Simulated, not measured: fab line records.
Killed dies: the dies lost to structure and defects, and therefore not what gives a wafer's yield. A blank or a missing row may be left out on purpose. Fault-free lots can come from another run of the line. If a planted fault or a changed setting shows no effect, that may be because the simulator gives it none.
Which tool was responsible? || flow nandHarc || 24 lots with 72 wafers sampled at 6 steps, on a route of 1302 steps

## WHAT THE GAUGES SHOWED, per wafer
NHARC_P_ZERO_WELL_CD_MEAS_52: target cd 2000 nm. Usual: cdNm 1998.7 nm, standard deviation 1.7.
{"lot": "L074", "measured": "day 2 01:59", "on": "cdSem-01", "cdNm (nm)": "1996.7 1998.5 2000.3", "flag": ""}
{"lot": "L075", "measured": "day 2 11:45", "on": "cdSem-03", "cdNm (nm)": "1995.1 1998.8 1997.8", "flag": ""}
{"lot": "L076", "measured": "day 3 01:38", "on": "cdSem-02", "cdNm (nm)": "1996.5 1999.6 1997.3", "flag": ""}
{"lot": "L077", "measured": "day 3 07:59", "on": "cdSem-01", "cdNm (nm)": "2000.8 2001.9 2000.8", "flag": ""}
{"lot": "L078", "measured": "day 3 17:36", "on": "cdSem-01", "cdNm (nm)": "2000.2 1998.4 2000.6", "flag": ""}
{"lot": "L079", "measured": "day 4 03:51", "on": "cdSem-02", "cdNm (nm)": "1997.9 1998.0 2000.9", "flag": ""}
{"lot": "L080", "measured": "day 4 13:58", "on": "cdSem-02", "cdNm (nm)": "1997.6 1999.5 1998.6", "flag": ""}
{"lot": "L081", "measured": "day 4 23:46", "on": "cdSem-03", "cdNm (nm)": "1997.3 1996.9 1999.1", "flag": ""}
{"lot": "L082", "measured": "day 5 09:28", "on": "cdSem-03", "cdNm (nm)": "1996.8 1999.2 1999.1", "flag": ""}
{"lot": "L083", "measured": "day 5 20:05", "on": "cdSem-01", "cdNm (nm)": "1997.8 1999.8 2000.8", "flag": ""}
{"lot": "L084", "measured": "day 6 05:22", "on": "cdSem-01", "cdNm (nm)": "1998.2 2001.7 2000.8", "flag": ""}
{"lot": "L085", "measured": "day 6 15:34", "on": "cdSem-01", "cdNm (nm)": "1994.4 1995.9 1999.1", "flag": ""}
{"lot": "L086", "measured": "day 7 01:40", "on": "cdSem-02", "cdNm (nm)": "1997.6 1998.1 2001.2", "flag": ""}
{"lot": "L087", "measured": "day 7 12:05", "on": "cdSem-02", "cdNm (nm)": "1999.2 1997.5 1998.4", "flag": ""}
{"lot": "L088", "measured": "day 7 23:19", "on": "cdSem-01", "cdNm (nm)": "1998.5 1998.8 2001.2", "flag": ""}
{"lot": "L089", "measured": "day 8 07:41", "on": "cdSem-02", "cdNm (nm)": "2001.8 1998.9 1997.4", "flag": ""}
{"lot": "L090", "measured": "day 8 17:55", "on": "cdSem-02", "cdNm (nm)": "1999.1 2001.9 1999.6", "flag": ""}
{"lot": "L091", "measured": "day 9 03:51", "on": "cdSem-02", "cdNm (nm)": "1998.7 1999.8 1998.7", "flag": ""}
{"lot": "L092", "measured": "day 9 14:09", "on": "cdSem-01", "cdNm (nm)": "1999.4 1998.5 2000.9", "flag": ""}
{"lot": "L093", "measured": "day 9 23:44", "on": "cdSem-01", "cdNm (nm)": "1996.8 1999.9 1999.1", "flag": ""}
{"lot": "L094", "measured": "day 10 09:44", "on": "cdSem-02", "cdNm (nm)": "1994.8 1998.3 1999.8", "flag": ""}
{"lot": "L095", "measured": "day 10 19:44", "on": "cdSem-03", "cdNm (nm)": "2000.2 1998.0 2000.3", "flag": ""}
{"lot": "L096", "measured": "day 11 05:49", "on": "cdSem-01", "cdNm (nm)": "2000.0 2000.3 1999.9", "flag": ""}
{"lot": "L097", "measured": "day 11 15:47", "on": "cdSem-02", "cdNm (nm)": "2000.6 1998.5 1999.9", "flag": ""}

NHARC_P_STI_CD_MEAS_09: target cd 200 nm. Usual: cdNm 199.1 nm, standard deviation 2.5.
{"lot": "L074", "measured": "day 2 22:19", "on": "cdSem-01", "cdNm (nm)": "199.6 201.4 198.4", "flag": ""}
{"lot": "L075", "measured": "day 3 06:50", "on": "cdSem-01", "cdNm (nm)": "200.6 196.3 196.5", "flag": ""}
{"lot": "L076", "measured": "day 3 17:59", "on": "cdSem-01", "cdNm (nm)": "196.9 197.6 200.3", "flag": ""}
{"lot": "L077", "measured": "day 4 02:34", "on": "cdSem-01", "cdNm (nm)": "197.9 198.4 200.2", "flag": ""}
{"lot": "L078", "measured": "day 4 12:07", "on": "cdSem-02", "cdNm (nm)": "201.2 195.7 198.0", "flag": ""}
{"lot": "L079", "measured": "day 4 23:23", "on": "cdSem-02", "cdNm (nm)": "200.4 202.0 198.6", "flag": ""}
{"lot": "L080", "measured": "day 5 11:39", "on": "cdSem-01", "cdNm (nm)": "194.9 194.1 194.8", "flag": ""}
{"lot": "L081", "measured": "day 5 17:30", "on": "cdSem-02", "cdNm (nm)": "200.0 200.3 196.9", "flag": ""}
{"lot": "L082", "measured": "day 6 04:05", "on": "cdSem-02", "cdNm (nm)": "199.0 196.0 196.3", "flag": ""}
{"lot": "L083", "measured": "day 6 15:50", "on": "cdSem-02", "cdNm (nm)": "200.2 199.8 202.9", "flag": ""}
{"lot": "L084", "measured": "day 7 03:04", "on": "cdSem-02", "cdNm (nm)": "202.0 196.5 201.0", "flag": ""}
{"lot": "L085", "measured": "day 7 11:58", "on": "cdSem-03", "cdNm (nm)": "199.5 198.6 197.6", "flag": ""}
{"lot": "L086", "measured": "day 7 18:25", "on": "cdSem-01", "cdNm (nm)": "197.5 199.5 200.5", "flag": ""}
{"lot": "L087", "measured": "day 8 04:56", "on": "cdSem-03", "cdNm (nm)": "198.1 198.7 193.9", "flag": ""}
{"lot": "L088", "measured": "day 8 17:24", "on": "cdSem-03", "cdNm (nm)": "202.0 202.9 196.8", "flag": ""}
{"lot": "L089", "measured": "day 9 01:05", "on": "cdSem-03", "cdNm (nm)": "199.5 202.9 202.8", "flag": ""}
{"lot": "L090", "measured": "day 9 11:32", "on": "cdSem-03", "cdNm (nm)": "201.8 201.9 198.1", "flag": ""}
{"lot": "L091", "measured": "day 9 20:56", "on": "cdSem-02", "cdNm (nm)": "199.1 197.7 195.4", "flag": ""}
{"lot": "L092", "measured": "day 10 09:54", "on": "cdSem-02", "cdNm (nm)": "195.2 199.6 197.5", "flag": ""}
{"lot": "L093", "measured": "day 10 16:55", "on": "cdSem-02", "cdNm (nm)": "201.0 200.9 198.8", "flag": ""}
{"lot": "L094", "measured": "day 11 04:52", "on": "cdSem-01", "cdNm (nm)": "200.7 203.1 202.3", "flag": ""}
{"lot": "L095", "measured": "day 11 13:28", "on": "cdSem-03", "cdNm (nm)": "203.7 200.9 199.3", "flag": ""}
{"lot": "L096", "measured": "day 12 00:45", "on": "cdSem-02", "cdNm (nm)": "198.5 203.9 198.3", "flag": ""}
{"lot": "L097", "measured": "day 12 11:46", "on": "cdSem-01", "cdNm (nm)": "200.1 199.9 198.7", "flag": ""}

NHARC_P_GATE_INSPECT_68. Usual: rawDefectCount 199, standard deviation 76.
{"lot": "L074", "measured": "day 5 17:59", "on": "defectInspect-01", "rawDefectCount": "230 216 165", "flag": ""}
{"lot": "L075", "measured": "day 6 07:54", "on": "defectInspect-02", "rawDefectCount": "212 160 236", "flag": ""}
{"lot": "L076", "measured": "day 6 18:11", "on": "defectInspect-01", "rawDefectCount": "208 94 177", "flag": ""}
{"lot": "L077", "measured": "day 7 03:25", "on": "defectInspect-02", "rawDefectCount": "260 147 143", "flag": ""}
{"lot": "L078", "measured": "day 7 22:03", "on": "defectInspect-01", "rawDefectCount": "172 114 129", "flag": ""}
{"lot": "L079", "measured": "day 7 21:44", "on": "defectInspect-02", "rawDefectCount": "550 186 171", "flag": ""}
{"lot": "L080", "measured": "day 8 15:26", "on": "defectInspect-02", "rawDefectCount": "289 198 178", "flag": ""}
{"lot": "L081", "measured": "day 8 21:15", "on": "defectInspect-01", "rawDefectCount": "272 275 207", "flag": ""}
{"lot": "L082", "measured": "day 9 04:07", "on": "defectInspect-02", "rawDefectCount": "163 193 138", "flag": ""}
{"lot": "L083", "measured": "day 9 14:14", "on": "defectInspect-01", "rawDefectCount": "202 172 204", "flag": ""}
{"lot": "L084", "measured": "day 10 07:59", "on": "defectInspect-02", "rawDefectCount": "190 207 241", "flag": ""}
{"lot": "L085", "measured": "day 10 13:27", "on": "defectInspect-02", "rawDefectCount": "171 299 168", "flag": ""}
{"lot": "L086", "measured": "day 10 17:23", "on": "defectInspect-02", "rawDefectCount": "114 99 146", "flag": ""}
{"lot": "L087", "measured": "day 11 00:31", "on": "defectInspect-01", "rawDefectCount": "223 125 166", "flag": ""}
{"lot": "L088", "measured": "day 11 20:41", "on": "defectInspect-01", "rawDefectCount": "141 182 151", "flag": ""}
{"lot": "L089", "measured": "day 11 20:27", "on": "defectInspect-02", "rawDefectCount": "173 205 145", "flag": ""}
{"lot": "L090", "measured": "day 12 12:22", "on": "defectInspect-02", "rawDefectCount": "238 138 247", "flag": ""}
{"lot": "L091", "measured": "day 12 16:59", "on": "defectInspect-01", "rawDefectCount": "209 223 228", "flag": ""}
{"lot": "L092", "measured": "day 13 13:21", "on": "defectInspect-01", "rawDefectCount": "211 144 163", "flag": ""}
{"lot": "L093", "measured": "day 13 14:08", "on": "defectInspect-01", "rawDefectCount": "210 281 180", "flag": ""}
{"lot": "L094", "measured": "day 14 03:59", "on": "defectInspect-02", "rawDefectCount": "196 132 190", "flag": ""}
{"lot": "L095", "measured": "day 14 16:55", "on": "defectInspect-02", "rawDefectCount": "262 172 123", "flag": ""}
{"lot": "L096", "measured": "day 15 02:04", "on": "defectInspect-01", "rawDefectCount": "314 247 533", "flag": ""}
{"lot": "L097", "measured": "day 15 10:07", "on": "defectInspect-01", "rawDefectCount": "142 169 243", "flag": ""}

NHARC_P_CONTACT_INSPECT_14. Usual: rawDefectCount 3.8, standard deviation 2.3.
{"lot": "L074", "measured": "day 5 19:52", "on": "defectInspect-01", "rawDefectCount": "3 2 5", "flag": ""}
{"lot": "L075", "measured": "day 6 09:46", "on": "defectInspect-02", "rawDefectCount": "0 1 6", "flag": ""}
{"lot": "L076", "measured": "day 6 21:40", "on": "defectInspect-02", "rawDefectCount": "4 1 4", "flag": ""}
{"lot": "L077", "measured": "day 7 05:09", "on": "defectInspect-01", "rawDefectCount": "5 4 2", "flag": ""}
{"lot": "L078", "measured": "day 7 23:47", "on": "defectInspect-02", "rawDefectCount": "2 6 3", "flag": ""}
{"lot": "L079", "measured": "day 7 23:28", "on": "defectInspect-01", "rawDefectCount": "8 4 3", "flag": ""}
{"lot": "L080", "measured": "day 8 17:10", "on": "defectInspect-02", "rawDefectCount": "4 9 4", "flag": ""}
{"lot": "L081", "measured": "day 8 22:59", "on": "defectInspect-02", "rawDefectCount": "3 2 3", "flag": ""}
{"lot": "L082", "measured": "day 9 05:44", "on": "defectInspect-02", "rawDefectCount": "7 4 5", "flag": ""}
{"lot": "L083", "measured": "day 9 15:51", "on": "defectInspect-02", "rawDefectCount": "2 4 3", "flag": ""}
{"lot": "L084", "measured": "day 10 09:50", "on": "defectInspect-02", "rawDefectCount": "7 3 3", "flag": ""}
{"lot": "L085", "measured": "day 10 15:11", "on": "defectInspect-02", "rawDefectCount": "4 1 4", "flag": ""}
{"lot": "L086", "measured": "day 10 18:59", "on": "defectInspect-02", "rawDefectCount": "1 2 1", "flag": ""}
{"lot": "L087", "measured": "day 11 02:15", "on": "defectInspect-01", "rawDefectCount": "3 2 4", "flag": ""}
{"lot": "L088", "measured": "day 11 22:25", "on": "defectInspect-01", "rawDefectCount": "3 0 7", "flag": ""}
{"lot": "L089", "measured": "day 11 22:11", "on": "defectInspect-02", "rawDefectCount": "1 5 5", "flag": ""}
{"lot": "L090", "measured": "day 12 13:59", "on": "defectInspect-01", "rawDefectCount": "3 5 7", "flag": ""}
{"lot": "L091", "measured": "day 12 18:43", "on": "defectInspect-01", "rawDefectCount": "3 1 5", "flag": ""}
{"lot": "L092", "measured": "day 13 15:05", "on": "defectInspect-02", "rawDefectCount": "2 5 2", "flag": ""}
{"lot": "L093", "measured": "day 13 15:45", "on": "defectInspect-02", "rawDefectCount": "1 3 2", "flag": ""}
{"lot": "L094", "measured": "day 14 05:43", "on": "defectInspect-01", "rawDefectCount": "5 5 5", "flag": ""}
{"lot": "L095", "measured": "day 14 18:39", "on": "defectInspect-01", "rawDefectCount": "1 4 6", "flag": ""}
{"lot": "L096", "measured": "day 15 03:48", "on": "defectInspect-01", "rawDefectCount": "10 11 7", "flag": ""}
{"lot": "L097", "measured": "day 15 11:44", "on": "defectInspect-01", "rawDefectCount": "3 4 5", "flag": ""}

NHARC_P_M1_CD_MEAS_09: target cd 130 nm. Usual: cdNm 130.0 nm, standard deviation 0.67.
{"lot": "L074", "measured": "day 6 04:41", "on": "cdSem-03", "cdNm (nm)": "130.0 130.5 129.7", "flag": ""}
{"lot": "L075", "measured": "day 6 17:56", "on": "cdSem-01", "cdNm (nm)": "130.9 131.1 130.5", "flag": ""}
{"lot": "L076", "measured": "day 7 05:47", "on": "cdSem-02", "cdNm (nm)": "129.6 129.7 129.7", "flag": ""}
{"lot": "L077", "measured": "day 7 13:25", "on": "cdSem-02", "cdNm (nm)": "129.9 129.5 130.4", "flag": ""}
{"lot": "L078", "measured": "day 8 08:05", "on": "cdSem-01", "cdNm (nm)": "129.9 129.4 130.9", "flag": ""}
{"lot": "L079", "measured": "day 8 07:47", "on": "cdSem-01", "cdNm (nm)": "130.7 129.4 129.0", "flag": ""}
{"lot": "L080", "measured": "day 9 01:43", "on": "cdSem-01", "cdNm (nm)": "129.7 130.1 128.9", "flag": ""}
{"lot": "L081", "measured": "day 9 07:33", "on": "cdSem-01", "cdNm (nm)": "129.2 129.0 128.7", "flag": ""}
{"lot": "L082", "measured": "day 9 13:56", "on": "cdSem-02", "cdNm (nm)": "130.4 129.8 129.7", "flag": ""}
{"lot": "L083", "measured": "day 10 00:32", "on": "cdSem-03", "cdNm (nm)": "130.7 130.4 130.2", "flag": ""}
{"lot": "L084", "measured": "day 10 17:49", "on": "cdSem-02", "cdNm (nm)": "130.5 130.8 130.9", "flag": ""}
{"lot": "L085", "measured": "day 10 23:10", "on": "cdSem-01", "cdNm (nm)": "130.5 129.8 129.9", "flag": ""}
{"lot": "L086", "measured": "day 11 03:05", "on": "cdSem-01", "cdNm (nm)": "130.0 129.1 129.8", "flag": ""}
{"lot": "L087", "measured": "day 11 10:23", "on": "cdSem-01", "cdNm (nm)": "129.0 129.9 130.5", "flag": ""}
{"lot": "L088", "measured": "day 12 07:00", "on": "cdSem-03", "cdNm (nm)": "129.1 130.1 130.1", "flag": ""}
{"lot": "L089", "measured": "day 12 06:11", "on": "cdSem-02", "cdNm (nm)": "129.6 129.5 130.8", "flag": ""}
{"lot": "L090", "measured": "day 12 22:10", "on": "cdSem-01", "cdNm (nm)": "130.5 130.0 129.4", "flag": ""}
{"lot": "L091", "measured": "day 13 06:11", "on": "cdSem-02", "cdNm (nm)": "128.4 128.9 128.8", "flag": ""}
{"lot": "L092", "measured": "day 13 23:05", "on": "cdSem-03", "cdNm (nm)": "130.8 130.1 130.3", "flag": ""}
{"lot": "L093", "measured": "day 14 00:01", "on": "cdSem-01", "cdNm (nm)": "130.8 130.4 130.5", "flag": ""}
{"lot": "L094", "measured": "day 14 14:18", "on": "cdSem-01", "cdNm (nm)": "130.1 130.4 130.0", "flag": ""}
{"lot": "L095", "measured": "day 15 02:49", "on": "cdSem-01", "cdNm (nm)": "131.0 131.0 129.9", "flag": ""}
{"lot": "L096", "measured": "day 15 11:48", "on": "cdSem-03", "cdNm (nm)": "130.8 130.7 130.7", "flag": ""}
{"lot": "L097", "measured": "day 15 19:40", "on": "cdSem-02", "cdNm (nm)": "130.4 131.6 131.9", "flag": ""}

## WHICH TOOL RAN EACH LOT (tool, then ch and the chambers of the sampled wafers, then the start)
{"lot": "L074", "NHARC_P_CONTACT_ETCH_31": "rieDiel-10 ch 1,2, day 6 04:41 or earlier"}
{"lot": "L075", "NHARC_P_CONTACT_ETCH_31": "rieDiel-01 ch 2,3, day 6 17:56 or earlier"}
{"lot": "L076", "NHARC_P_CONTACT_ETCH_31": "rieDiel-07 ch 1,2, day 7 05:47 or earlier"}
{"lot": "L077", "NHARC_P_CONTACT_ETCH_31": "rieDiel-01 ch 0,1, day 7 13:25 or earlier"}
{"lot": "L078", "NHARC_P_CONTACT_ETCH_31": "rieDiel-01 ch 0,1, day 8 08:05 or earlier"}
{"lot": "L079", "NHARC_P_CONTACT_ETCH_31": "rieDiel-10 ch 0,1, day 8 07:47 or earlier"}
{"lot": "L080", "NHARC_P_CONTACT_ETCH_31": "rieDiel-07 ch 1,2,3, day 9 01:43 or earlier"}
{"lot": "L081", "NHARC_P_CONTACT_ETCH_31": "rieDiel-10 ch 1,2,3, day 9 07:33 or earlier"}
{"lot": "L082", "NHARC_P_CONTACT_ETCH_31": "rieDiel-01 ch 1,3, day 9 13:56 or earlier"}
{"lot": "L083", "NHARC_P_CONTACT_ETCH_31": "rieDiel-07 ch 0,1, day 10 00:32 or earlier"}
{"lot": "L084", "NHARC_P_CONTACT_ETCH_31": "rieDiel-10 ch 0,1, day 10 17:49 or earlier"}
{"lot": "L085", "NHARC_P_CONTACT_ETCH_31": "rieDiel-07 ch 0,1, day 10 23:10 or earlier"}
{"lot": "L086", "NHARC_P_CONTACT_ETCH_31": "rieDiel-01 ch 0,1, day 11 03:05 or earlier"}
{"lot": "L087", "NHARC_P_CONTACT_ETCH_31": "rieDiel-07 ch 2,3, day 11 10:23 or earlier"}
{"lot": "L088", "NHARC_P_CONTACT_ETCH_31": "rieDiel-01 ch 2,3, day 12 07:00 or earlier"}
{"lot": "L089", "NHARC_P_CONTACT_ETCH_31": "rieDiel-10 ch 1,2,3, day 12 06:11 or earlier"}
{"lot": "L090", "NHARC_P_CONTACT_ETCH_31": "rieDiel-01 ch 0,3, day 12 22:10 or earlier"}
{"lot": "L091", "NHARC_P_CONTACT_ETCH_31": "rieDiel-10 ch 1,2, day 13 06:11 or earlier"}
{"lot": "L092", "NHARC_P_CONTACT_ETCH_31": "rieDiel-10 ch 0,1, day 13 23:05 or earlier"}
{"lot": "L093", "NHARC_P_CONTACT_ETCH_31": "rieDiel-07 ch 2,3, day 14 00:01 or earlier"}
{"lot": "L094", "NHARC_P_CONTACT_ETCH_31": "rieDiel-07 ch 1,3, day 14 14:18 or earlier"}
{"lot": "L095", "NHARC_P_CONTACT_ETCH_31": "rieDiel-01 ch 2,3, day 15 02:49 or earlier"}
{"lot": "L096", "NHARC_P_CONTACT_ETCH_31": "rieDiel-07 ch 0,1,2, day 15 11:48 or earlier"}
{"lot": "L097", "NHARC_P_CONTACT_ETCH_31": "rieDiel-07 ch 1,2, day 15 19:40 or earlier"}
- NHARC_P_CONTACT_ETCH_31: etches the open film in CH3F/O2, target depth 30 nm, time 85.7 s.

## AS READ BY THE TOOLS THEMSELVES (means over the sampled wafers that have a number; for cases with no such wafer, the mark the record gives instead)
NHARC_P_CONTACT_ETCH_31. Usual: chamberPressureMTorr 25.001 mTorr, standard deviation 0.022; drypumpMotorCurrentA 5.7 A, standard deviation 0.41; oesProductAu 0.976 a.u., standard deviation 0.013; rfVppV 244.0 V, standard deviation 1.7; showerheadPlenumPTorr 2.43 Torr, standard deviation 0.099; throttleValvePct 20.664 %, standard deviation 0.009.
{"lot": "L074", "tool": "rieDiel-10", "chamberPressureMTorr (mTorr)": 25.003, "drypumpMotorCurrentA (A)": 5.5, "oesProductAu (a.u.)": 0.979, "rfVppV (V)": 244.7, "showerheadPlenumPTorr (Torr)": 2.50, "throttleValvePct (%)": 20.673, "flag": ""}
{"lot": "L075", "tool": "rieDiel-01", "chamberPressureMTorr (mTorr)": 24.983, "drypumpMotorCurrentA (A)": 5.6, "oesProductAu (a.u.)": 0.981, "rfVppV (V)": 244.3, "showerheadPlenumPTorr (Torr)": 2.46, "throttleValvePct (%)": 20.663, "flag": ""}
{"lot": "L076", "tool": "rieDiel-07", "chamberPressureMTorr (mTorr)": 24.989, "drypumpMotorCurrentA (A)": 6.0, "oesProductAu (a.u.)": 0.968, "rfVppV (V)": 244.1, "showerheadPlenumPTorr (Torr)": 2.42, "throttleValvePct (%)": 20.676, "flag": ""}
{"lot": "L077", "tool": "rieDiel-01", "chamberPressureMTorr (mTorr)": 25.021, "drypumpMotorCurrentA (A)": 5.1, "oesProductAu (a.u.)": 0.983, "rfVppV (V)": 243.8, "showerheadPlenumPTorr (Torr)": 2.39, "throttleValvePct (%)": 20.658, "flag": ""}
{"lot": "L078", "tool": "rieDiel-01", "chamberPressureMTorr (mTorr)": 24.999, "drypumpMotorCurrentA (A)": 5.1, "oesProductAu (a.u.)": 0.967, "rfVppV (V)": 243.0, "showerheadPlenumPTorr (Torr)": 2.39, "throttleValvePct (%)": 20.661, "flag": ""}
{"lot": "L079", "tool": "rieDiel-10", "chamberPressureMTorr (mTorr)": 25.003, "drypumpMotorCurrentA (A)": 5.6, "oesProductAu (a.u.)": 0.987, "rfVppV (V)": 245.1, "showerheadPlenumPTorr (Torr)": 2.50, "throttleValvePct (%)": 20.655, "flag": ""}
{"lot": "L080", "tool": "rieDiel-07", "chamberPressureMTorr (mTorr)": 24.979, "drypumpMotorCurrentA (A)": 6.1, "oesProductAu (a.u.)": 0.966, "rfVppV (V)": 243.4, "showerheadPlenumPTorr (Torr)": 2.40, "throttleValvePct (%)": 20.672, "flag": ""}
{"lot": "L081", "tool": "rieDiel-10", "chamberPressureMTorr (mTorr)": 24.991, "drypumpMotorCurrentA (A)": 5.7, "oesProductAu (a.u.)": 0.973, "rfVppV (V)": 243.8, "showerheadPlenumPTorr (Torr)": 2.44, "throttleValvePct (%)": 20.658, "flag": ""}
{"lot": "L082", "tool": "rieDiel-01", "chamberPressureMTorr (mTorr)": 24.979, "drypumpMotorCurrentA (A)": 5.3, "oesProductAu (a.u.)": 0.984, "rfVppV (V)": 242.9, "showerheadPlenumPTorr (Torr)": 2.35, "throttleValvePct (%)": 20.658, "flag": ""}
{"lot": "L083", "tool": "rieDiel-07", "chamberPressureMTorr (mTorr)": 24.999, "drypumpMotorCurrentA (A)": 6.0, "oesProductAu (a.u.)": 0.985, "rfVppV (V)": 245.6, "showerheadPlenumPTorr (Torr)": 2.56, "throttleValvePct (%)": 20.668, "flag": ""}
{"lot": "L084", "tool": "rieDiel-10", "chamberPressureMTorr (mTorr)": 24.991, "drypumpMotorCurrentA (A)": 5.6, "oesProductAu (a.u.)": 0.953, "rfVppV (V)": 245.3, "showerheadPlenumPTorr (Torr)": 2.50, "throttleValvePct (%)": 20.662, "flag": ""}
{"lot": "L085", "tool": "rieDiel-07", "chamberPressureMTorr (mTorr)": 24.989, "drypumpMotorCurrentA (A)": 6.2, "oesProductAu (a.u.)": 0.973, "rfVppV (V)": 246.1, "showerheadPlenumPTorr (Torr)": 2.55, "throttleValvePct (%)": 20.676, "flag": ""}
{"lot": "L086", "tool": "rieDiel-01", "chamberPressureMTorr (mTorr)": 24.988, "drypumpMotorCurrentA (A)": 5.2, "oesProductAu (a.u.)": 0.982, "rfVppV (V)": 242.8, "showerheadPlenumPTorr (Torr)": 2.35, "throttleValvePct (%)": 20.664, "flag": ""}
{"lot": "L087", "tool": "rieDiel-07", "chamberPressureMTorr (mTorr)": 24.994, "drypumpMotorCurrentA (A)": 6.0, "oesProductAu (a.u.)": 0.976, "rfVppV (V)": 242.7, "showerheadPlenumPTorr (Torr)": 2.35, "throttleValvePct (%)": 20.671, "flag": ""}
{"lot": "L088", "tool": "rieDiel-01", "chamberPressureMTorr (mTorr)": 24.995, "drypumpMotorCurrentA (A)": 5.6, "oesProductAu (a.u.)": 0.938, "rfVppV (V)": 243.6, "showerheadPlenumPTorr (Torr)": 2.46, "throttleValvePct (%)": 20.669, "flag": ""}
{"lot": "L089", "tool": "rieDiel-10", "chamberPressureMTorr (mTorr)": 24.981, "drypumpMotorCurrentA (A)": 5.7, "oesProductAu (a.u.)": 0.975, "rfVppV (V)": 244.0, "showerheadPlenumPTorr (Torr)": 2.44, "throttleValvePct (%)": 20.669, "flag": ""}
{"lot": "L090", "tool": "rieDiel-01", "chamberPressureMTorr (mTorr)": 25.000, "drypumpMotorCurrentA (A)": 5.2, "oesProductAu (a.u.)": 0.985, "rfVppV (V)": 244.3, "showerheadPlenumPTorr (Torr)": 2.41, "throttleValvePct (%)": 20.668, "flag": ""}
{"lot": "L091", "tool": "rieDiel-10", "chamberPressureMTorr (mTorr)": 25.004, "drypumpMotorCurrentA (A)": 5.4, "oesProductAu (a.u.)": 0.982, "rfVppV (V)": 244.1, "showerheadPlenumPTorr (Torr)": 2.44, "throttleValvePct (%)": 20.670, "flag": ""}
{"lot": "L092", "tool": "rieDiel-10", "chamberPressureMTorr (mTorr)": 25.014, "drypumpMotorCurrentA (A)": 5.4, "oesProductAu (a.u.)": 0.971, "rfVppV (V)": 244.4, "showerheadPlenumPTorr (Torr)": 2.43, "throttleValvePct (%)": 20.666, "flag": ""}
{"lot": "L093", "tool": "rieDiel-07", "chamberPressureMTorr (mTorr)": 24.991, "drypumpMotorCurrentA (A)": 6.1, "oesProductAu (a.u.)": 0.982, "rfVppV (V)": 242.6, "showerheadPlenumPTorr (Torr)": 2.33, "throttleValvePct (%)": 20.658, "flag": ""}
{"lot": "L094", "tool": "rieDiel-07", "chamberPressureMTorr (mTorr)": 25.000, "drypumpMotorCurrentA (A)": 6.3, "oesProductAu (a.u.)": 0.975, "rfVppV (V)": 245.0, "showerheadPlenumPTorr (Torr)": 2.46, "throttleValvePct (%)": 20.661, "flag": ""}
{"lot": "L095", "tool": "rieDiel-01", "chamberPressureMTorr (mTorr)": 25.019, "drypumpMotorCurrentA (A)": 5.6, "oesProductAu (a.u.)": 0.972, "rfVppV (V)": 244.0, "showerheadPlenumPTorr (Torr)": 2.46, "throttleValvePct (%)": 20.660, "flag": ""}
{"lot": "L096", "tool": "rieDiel-07", "chamberPressureMTorr (mTorr)": 25.000, "drypumpMotorCurrentA (A)": 6.0, "oesProductAu (a.u.)": 0.974, "rfVppV (V)": 245.5, "showerheadPlenumPTorr (Torr)": 2.49, "throttleValvePct (%)": 20.650, "flag": ""}
{"lot": "L097", "tool": "rieDiel-07", "chamberPressureMTorr (mTorr)": 24.985, "drypumpMotorCurrentA (A)": 6.2, "oesProductAu (a.u.)": 0.991, "rfVppV (V)": 244.7, "showerheadPlenumPTorr (Torr)": 2.48, "throttleValvePct (%)": 20.662, "flag": ""}

## THE ANSWER, worked out from the rows above alone
Rule: take the mean of a lot's wafers that have a number; if it is more than 3 standard deviations from the usual mean, the lot is off. Also off: a lot with no number at a reading for which 4 or more lots have one. Where the step has rows for the other lots, those lots are counted as sound. After the gauges, taken in route order, come the tools' own readings; for these a lot's mean is taken, as printed above. At the first step where some lot is off, the reading lying furthest off is the one used; lots without a number count as furthest.
Nothing can be told from this: no lot is off at any reading shown.

## WHAT THE SIMULATOR HAD INSERTED
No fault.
